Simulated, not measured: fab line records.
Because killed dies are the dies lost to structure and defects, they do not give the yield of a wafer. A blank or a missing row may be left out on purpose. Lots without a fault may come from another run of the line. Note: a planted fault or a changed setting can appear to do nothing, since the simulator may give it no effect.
Which tool did it? || flow nand harc || 36 wafers from 12 lots sampled at 5 of the route's 1302 steps

== WHAT EACH GAUGE READ, for each wafer ==
NHARC_A_ONON_D1_THK_MEAS_27: measures by ellipsometry.
{"lot": "L075", "measured": "day 8 12:37", "on": "film metro-02", "thk nm (nm)": "1021 1020 1019"}
{"lot": "L077", "measured": "day 9 10:49", "on": "film metro-01", "thk nm (nm)": "1000 1000 1002"}
{"lot": "L079", "measured": "day 10 09:08", "on": "film metro-02", "thk nm (nm)": "999 998 1001"}
{"lot": "L081", "measured": "day 11 02:47", "on": "film metro-02", "thk nm (nm)": "992 993 996"}
{"lot": "L084", "measured": "day 12 05:27", "on": "film metro-02", "thk nm (nm)": "1008 1007 1007"}
{"lot": "L085", "measured": "day 12 23:53", "on": "film metro-01", "thk nm (nm)": "1011 1010 1008"}
{"lot": "L087", "measured": "day 13 09:44", "on": "film metro-02", "thk nm (nm)": "984 986 986"}
{"lot": "L089", "measured": "day 14 20:29", "on": "film metro-02", "thk nm (nm)": "1002 1000 999"}
{"lot": "L091", "measured": "day 15 04:54", "on": "film metro-02", "thk nm (nm)": "993 994 996"}
{"lot": "L093", "measured": "day 16 01:44", "on": "film metro-02", "thk nm (nm)": "986 986 988"}
{"lot": "L095", "measured": "day 16 16:43", "on": "film metro-01", "thk nm (nm)": "987 988 988"}
{"lot": "L097", "measured": "day 17 18:27", "on": "film metro-01", "thk nm (nm)": "1027 1027 1025"}

== EACH LOT AND THE TOOL THAT RAN IT (in order: tool; ch and the chambers of the sampled wafers; start) ==
{"lot": "L075", "NHARC_P_M0_DESCUM_14": "rie diel-10 ch 1,2,3, day 6 07:43", "NHARC_P_M1_PVD_21": "pvd sputter-03, day 6 14:00 or earlier", "NHARC_P_M1_ANNEAL_31": "rtp anneal-01 ch 0, day 6 14:00", "NHARC_P_BONDPAD_CMP_19": "cmp-01 ch 1,2, day 6 23:13"}
{"lot": "L077", "NHARC_P_M0_DESCUM_14": "rie diel-11 ch 1,2,3, day 7 07:56", "NHARC_P_M1_PVD_21": "pvd sputter-03, day 7 13:59 or earlier", "NHARC_P_M1_ANNEAL_31": "rtp anneal-01 ch 0, day 7 13:59", "NHARC_P_BONDPAD_CMP_19": "cmp-02 ch 1,2,3, day 7 23:23"}
{"lot": "L079", "NHARC_P_M0_DESCUM_14": "rie diel-11 ch 0,3, day 8 06:28", "NHARC_P_M1_PVD_21": "pvd sputter-02, day 8 12:12 or earlier", "NHARC_P_M1_ANNEAL_31": "rtp anneal-01 ch 0, day 8 12:12", "NHARC_P_BONDPAD_CMP_19": "cmp-02 ch 0,1,2, day 8 21:16"}
{"lot": "L081", "NHARC_P_M0_DESCUM_14": "rie diel-03 ch 0,1,2, day 9 01:47", "NHARC_P_M1_PVD_21": "pvd sputter-03, day 9 07:52 or earlier", "NHARC_P_M1_ANNEAL_31": "rtp anneal-01 ch 0, day 9 07:52", "NHARC_P_BONDPAD_CMP_19": "cmp-04 ch 1,2,3, day 9 16:56"}
{"lot": "L084", "NHARC_P_M0_DESCUM_14": "rie diel-11 ch 1,2, day 10 02:06", "NHARC_P_M1_PVD_21": "pvd sputter-03, day 10 07:59 or earlier", "NHARC_P_M1_ANNEAL_31": "rtp anneal-01 ch 0, day 10 07:59", "NHARC_P_BONDPAD_CMP_19": "cmp-01 ch 0,1,3, day 10 17:04"}
{"lot": "L085", "NHARC_P_M0_DESCUM_14": "rie diel-11 ch 1,3, day 10 21:09", "NHARC_P_M1_PVD_21": "pvd sputter-03, day 11 02:56 or earlier", "NHARC_P_M1_ANNEAL_31": "rtp anneal-02 ch 0, day 11 02:56", "NHARC_P_BONDPAD_CMP_19": "cmp-01 ch 0,2,3, day 11 11:58"}
{"lot": "L087", "NHARC_P_M0_DESCUM_14": "rie diel-03 ch 0,1, day 11 06:26", "NHARC_P_M1_PVD_21": "pvd sputter-03, day 11 12:29 or earlier", "NHARC_P_M1_ANNEAL_31": "rtp anneal-01 ch 0, day 11 12:29", "NHARC_P_BONDPAD_CMP_19": "cmp-02 ch 1,2, day 11 21:57"}
{"lot": "L089", "NHARC_P_M0_DESCUM_14": "rie diel-03 ch 2,3, day 12 15:37", "NHARC_P_M1_PVD_21": "pvd sputter-01, day 12 21:43 or earlier", "NHARC_P_M1_ANNEAL_31": "rtp anneal-01 ch 0, day 12 21:43", "NHARC_P_BONDPAD_CMP_19": "cmp-02 ch 1,2, day 13 06:30"}
{"lot": "L091", "NHARC_P_M0_DESCUM_14": "rie diel-10 ch 0,1,2, day 13 03:21", "NHARC_P_M1_PVD_21": "pvd sputter-03, day 13 09:06 or earlier", "NHARC_P_M1_ANNEAL_31": "rtp anneal-02 ch 0, day 13 09:06", "NHARC_P_BONDPAD_CMP_19": "cmp-02 ch 1,2,3, day 13 18:03"}
{"lot": "L093", "NHARC_P_M0_DESCUM_14": "rie diel-03 ch 0,1,3, day 13 21:29", "NHARC_P_M1_PVD_21": "pvd sputter-01, day 14 03:26 or earlier", "NHARC_P_M1_ANNEAL_31": "rtp anneal-01 ch 0, day 14 03:26", "NHARC_P_BONDPAD_CMP_19": "cmp-04 ch 0,2,3, day 14 12:23"}
{"lot": "L095", "NHARC_P_M0_DESCUM_14": "rie diel-03 ch 0,2,3, day 14 13:26", "NHARC_P_M1_PVD_21": "pvd sputter-03, day 14 19:16 or earlier", "NHARC_P_M1_ANNEAL_31": "rtp anneal-01 ch 0, day 14 19:16", "NHARC_P_BONDPAD_CMP_19": "cmp-04 ch 1,2, day 15 04:41"}
{"lot": "L097", "NHARC_P_M0_DESCUM_14": "rie diel-10 ch 0,3, day 15 12:28", "NHARC_P_M1_PVD_21": "pvd sputter-02, day 15 18:23 or earlier", "NHARC_P_M1_ANNEAL_31": "rtp anneal-01 ch 0, day 15 18:23", "NHARC_P_BONDPAD_CMP_19": "cmp-01 ch 0,2,3, day 16 03:30"}
- NHARC_P_M0_DESCUM_14: chemistry O2, time 3 s.
- NHARC_P_M1_PVD_21: deposits Cu, target thk 30 nm, time 20.49 s.
- NHARC_P_M1_ANNEAL_31: time 90 s.
- NHARC_P_BONDPAD_CMP_19: polishes, t overpolish 30 s, cu recess touch 16 s, target thk 160.81 nm.

== THE ANSWER, worked out from the rows above alone ==
Rule: the usual values come from the lots themselves. The widest of any qualifying gaps counts: lots, ordered by their means at a reading, are off when they make up no more than a third of the lots, leave a main group of 4 or more, and stand apart from it by 3 or more times the standard deviation of that group's means. A main group whose means are all the same, to the digits that the tables above print for the reading, isn't used. A lot without any number at a reading at which 4 lots or more have one is off too. All remaining lots with rows at the step are treated as sound.
No lot is off at any reading shown: from this, nothing can be told.

== WHAT HAD BEEN PUT IN BY THE SIMULATOR ==
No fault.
